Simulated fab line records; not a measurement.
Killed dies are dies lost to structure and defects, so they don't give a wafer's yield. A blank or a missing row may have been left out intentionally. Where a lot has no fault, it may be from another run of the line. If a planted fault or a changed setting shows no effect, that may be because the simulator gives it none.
A struck lot beside a sound one / flow n5_finfet / 35 out of 1938 route steps
Sound: the wafers L197.1, L197.3, L197.5. The struck wafers were L204.1, L204.4, L204.6. The cause is named last.
Per side, at each step with rows, come the tool, then ch with its chambers, and then its first start. Under that, the readings that differ: sound wafers / struck wafers / difference of the means / sigmas: that difference in standard deviations of wafers without a fault.
alike: same words and numbers on both sides, and readings whose means sit less than 2 such deviations apart. not compared: any withheld reading, any reading some wafer has no value for, any bound like >300 that may hide the same value, and any number with overlapping values for which the record gives no deviation.
Wherever a step has rows on one side only, a row that says differs or no value, or a row with sigmas, the two part there. Non-overlapping numbers with no deviation appear without sigmas and do not part them. Lack of a reading on every wafer of one side parts them only where that side has two or more wafers.

first, 9 steps without rows for these wafers: N5_BEOL_M2_ILD_DEP_00 (deposits SiOC from DEMS/O2, target thk 79 nm, time 15.3 s); N5_BEOL_M2_PECVD_72 (deposits SiO2 from TEOS/O2, target thk 16 nm, time 18 s); N5_BEOL_M2_HM_DEP_02 (deposits TiN, target thk 20 nm); N5_BEOL_M2_COAT_61 (time 60 s, resist thk 60 nm); N5_BEOL_M2_COAT_62 (time 60 s, resist thk 12 nm); N5_BEOL_M2_COAT_73 (time 60 s, resist thk 5 nm); N5_BEOL_M2_COAT_05 (resist thk 30 nm); N5_BEOL_M2_EBR_07; N5_BEOL_M2_SOFTBAKE_06 (time 60 s).
N5_BEOL_M2_EXPOSE_08: exposes mask M2.
  sound on euv_scanner-01 ch 0, day 7 05:48; struck on euv_scanner-01 ch 0, day 8 20:15
reading=exposure_dose_mJ_cm2; sound=41.26 41.26 41.25; struck=43.12 43.21 43.13; difference=+1.90; sigmas=+8
  alike: mask, focus_offset_nm
then, 2 steps without rows for these wafers: N5_BEOL_M2_PEB_09 (peb time 60 s); N5_BEOL_M2_DEVELOP_10 (develop time 30 s).
N5_BEOL_M2_CD_MEAS_11: target cd 16.79 nm.
  sound on cd_sem-02 ch 0, day 7 05:56; struck on cd_sem-01 ch 0, day 8 20:23
reading=cd_nm (nm); sound=17.01 16.73 16.89; struck=17.67 17.59 17.50; difference=+0.71; sigmas=+3
then, 1 step without rows for these wafers: N5_BEOL_M2_DESCUM_16 (chemistry O2, time 7 s).
N5_BEOL_M2_ETCH_74: etches underlayer in N2/H2, target depth 6.5 nm, time 5.2 s.
  sound on rie_diel-04 ch 1,2, day 7 06:10; struck on rie_diel-01 ch 0,1,2, day 8 20:58
reading=model.BEOL_M2.cd_offset_nm (nm); sound=0.2 -0.2 0.2; struck=0.6 0.6 0.8; difference=+0.6; sigmas=
  alike: drypump_motor_current_A, etch_rf_on_time_s, oes_product_au, rf_vpp_V, showerhead_plenum_p_Torr, throttle_valve_pct
  not compared: rf_hours_counter_h
then, 5 steps without rows for these wafers: N5_BEOL_M2_ETCH_63 (etches SiARC in CF4, target depth 15.6 nm, time 26 s); N5_BEOL_M2_ETCH_64 (etches SOC in N2/H2, target depth 75 nm, overetch 22.5 nm, time 121.9 s); N5_BEOL_M2_STRIP_65 (strips in N2/H2); N5_BEOL_M2_STRIP_75 (strips in N2/H2); N5_BEOL_M2_STRIP_66 (strips in CF4).
N5_BEOL_M2_HM_OPEN_17: chemistry Cl2/BCl3, target TiN, target depth 20 nm, overetch 6 nm.
  sound on rie_metal-02 ch 0,1, day 7 06:22; struck on rie_metal-01 ch 0,1, day 8 21:11
reading=throttle_valve_pct (%); sound=21.90 21.91 21.89; struck=22.44 22.44 22.22; difference=+0.47; sigmas=+2
  alike: drypump_motor_current_A, oes_product_au
  not compared: rf_hours_counter_h, model.BEOL_M2.cd_offset_nm
then, 12 steps without rows for these wafers: N5_BEOL_M2_STRIP_19 (strips in O2); N5_BEOL_M2_COAT_67 (time 60 s, resist thk 60 nm); N5_BEOL_M2_COAT_68 (time 60 s, resist thk 12 nm); N5_BEOL_M2_COAT_76 (time 60 s, resist thk 5 nm); N5_BEOL_M2_COAT_22 (resist thk 30 nm); N5_BEOL_M2_EBR_24; N5_BEOL_M2_SOFTBAKE_23 (time 60 s); N5_BEOL_M2_EXPOSE_25 (exposes mask V1, defocus 5 nm); N5_BEOL_M2_PEB_26 (peb time 60 s); N5_BEOL_M2_DEVELOP_27 (develop time 30 s); N5_BEOL_M2_DESCUM_33 (chemistry O2, time 7 s); N5_BEOL_M2_ETCH_77 (etches underlayer in N2/H2, target depth 6.5 nm, time 5.2 s).
N5_BEOL_M4_RC_MEAS_101:
  sound on prober-02 ch 0, day 8 20:25; struck on prober-02 ch 0, day 10 17:37
  alike: DIBL_N, DIBL_P, IOFF_N, IOFF_P, ION_N, ION_P, SS_N, SS_P, VT_N, VT_P
-- record jumps: 4 days separate the struck wafers' starts on either side; left off in module BEOL_M4, taken up again in module PASSIVATION, whose first shown step is the route's number 1936 --
N5_PASSIVATION_PROBE_49:
  record: rows for the struck wafers here (prober-01, day 15 05:05), none for the sound ones

WHERE THEY PART
First at N5_BEOL_M2_EXPOSE_08; last, within this record, at N5_PASSIVATION_PROBE_49.

WHY: what had been put in by the simulator
Process parameters drifting: euv_scanner-01 at N5_BEOL_M2_EXPOSE_08, beginning at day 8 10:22. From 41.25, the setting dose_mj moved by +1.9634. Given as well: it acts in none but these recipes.
